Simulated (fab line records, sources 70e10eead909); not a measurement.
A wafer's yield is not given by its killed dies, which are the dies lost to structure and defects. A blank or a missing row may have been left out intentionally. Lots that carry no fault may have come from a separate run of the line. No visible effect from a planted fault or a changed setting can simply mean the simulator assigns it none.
Chamber matching -- flow nand harc -- NHARC_A_STAIRCASE_CMP_450 on cmp-04 has 4 sister chambers
The step polishes SiO2, target thk 200 nm. 14 wafers are shown with their chamber, then 7 later ones without.

## WAFERS PAIRED WITH THEIR CHAMBERS
wafer,chamber,motor current A (A)
L074.1,1,11.1
L074.2,3,13.4
L074.5,2,10.1
L075.2,3,14.2
L075.4,1,10.3
L075.5,0,10.4
L078.1,3,13.6
L078.2,1,10.5
L078.5,2,9.6
L081.1,2,9.6
L081.2,3,13.6
L081.3,1,11.0
L090.3,2,9.4
L090.4,1,10.9

SIGNATURES, as means of the wafers listed above
reading,chamber 0,chamber 1,chamber 2,chamber 3,scatter within a chamber
motor current A,10.400,10.760,9.675,13.700,0.332
Rule: a wafer's distance from a chamber is the root of the sum, over the readings, of the square of ((its reading less the chamber's mean) divided by the reading's scatter). The wafer belongs to the nearest chamber; if the next one is less than 2 further off, it can't be placed. The scatter: the root of (the sum of the squares of (reading less its chamber's mean) over the shown wafers, divided by (wafers less chambers)).

## WAFERS WHOSE CHAMBER IS MISSING
wafer,motor current A (A)
L090.5,11.1
L094.1,14.0
L094.2,10.8
L094.5,9.1
L095.2,11.5
L095.3,10.1
L095.5,11.0

## WHICH CHAMBER EACH WENT THROUGH
wafer,from the rows above,in truth
L090.5,can't be placed: 1 or 0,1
L094.1,3,3
L094.2,can't be placed: 1 or 0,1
L094.5,2,2
L095.2,can't be placed: 1 or 0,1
L095.3,can't be placed: 0 or 2 or 1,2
L095.5,can't be placed: 1 or 0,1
Placed correctly: 2 of 7. Not placeable from these rows: 5 (in 5, the candidates include the true chamber). Placed wrongly: 0.
